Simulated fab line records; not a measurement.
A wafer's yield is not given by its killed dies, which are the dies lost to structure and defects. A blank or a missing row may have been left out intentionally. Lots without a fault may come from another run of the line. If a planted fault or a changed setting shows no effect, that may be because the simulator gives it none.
Problem report, 8D (eight disciplines) form, completed by code	flow nand harc	the parts of the form that need people (team, actions taken, sign-off) are left out

## 1. WHAT WENT WRONG
killed at array at NHARC_END_SORT_01 reads a mean of 672 on 9 wafers of 3 lots; wafers without a fault read 55 with a standard deviation of 15. Relative to the usual mean, that is a shift of +41 standard deviations.
First observed at day 28 01:58: wafer L885.2, on prober-02. The record has a number at this step for 9 wafers belonging to 3 lots. The rule behind "out" and "out of limits": a value lying over 4 standard deviations away from the usual mean. The other wafers with a number count as sound.

## 2. WHAT IT IS; WHAT IT IS NOT
question	is	is not
which readings at this step	killed at array, killed dies	killed at periphery, killed open
which lots	L884, L885, L886	-
which wafers of those lots	all that have a number	-
read on which gauges	prober-01, prober-02	-
when	from day 28 01:58	up to then (0 sound wafers)

## 3. SUSPECTS, AND WHAT RULES EACH OUT
Counting: a tool at a process step up to the reading stays a suspect if it ran every lot that is out and no sound lot after the first of them.
- ruled out: the gauge at NHARC_END_SORT_01. 2 gauges (prober-01, prober-02) read the wafers that are out.
- lpcvd-01 at NHARC_A_DECK1_JOINT_CVD_34 (deposits SiNx, target thk 20 nm): kept. It ran every lot that is out, first L884 (day 15 02:01), and no sound lot after that.
The count leaves lpcvd-01 at NHARC_A_DECK1_JOINT_CVD_34.

## 4. THE CAUSE (what the simulator had put in)
At NHARC_A_DECK1_JOINT_CVD_34, the step was skipped entirely on lpcvd-01 from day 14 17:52 on. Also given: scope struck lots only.
The count eliminated every tool but this one.

## 5. THE CHAIN OF EFFECTS, in route order
One row per reading whose mean, taken over the struck wafers that have a number, lies over 3 standard deviations from the usual. Scope: only readings with a usual standard deviation given in the record; hours: median across lots of the time from each lot's start at the first step in this table that gives one to its start at this step; sigmas: change in usual standard deviations.
hours	step	reading	usual	on struck wafers	change	sigmas
0	NHARC_END_SORT_01	killed at array	55	672	+617	+41
0	NHARC_END_SORT_01	killed dies	59	677	+618	+41
Readings that are blank on the struck wafers while sound wafers have them: pressure mtorr at NHARC_A_DECK1_JOINT_CVD_34; spike tc bottom C at NHARC_A_DECK1_JOINT_CVD_34.

## 6. WHAT WOULD HAVE CAUGHT IT SOONER
In this record the first reading out of limits at a measuring or inspecting step was taken at day 28 01:58, 320 hours after the fault began at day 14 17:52.
At NHARC_A_DECK1_JOINT_CVD_34 the tool's readings are blank on the struck wafers, where sound wafers have them: an empty tool record is the first sign, and it was there at once.
Lots out: 3; all had begun NHARC_A_DECK1_JOINT_CVD_34 on lpcvd-01 by day 28 01:58. None of them would have been spared by holding the tool at that moment.
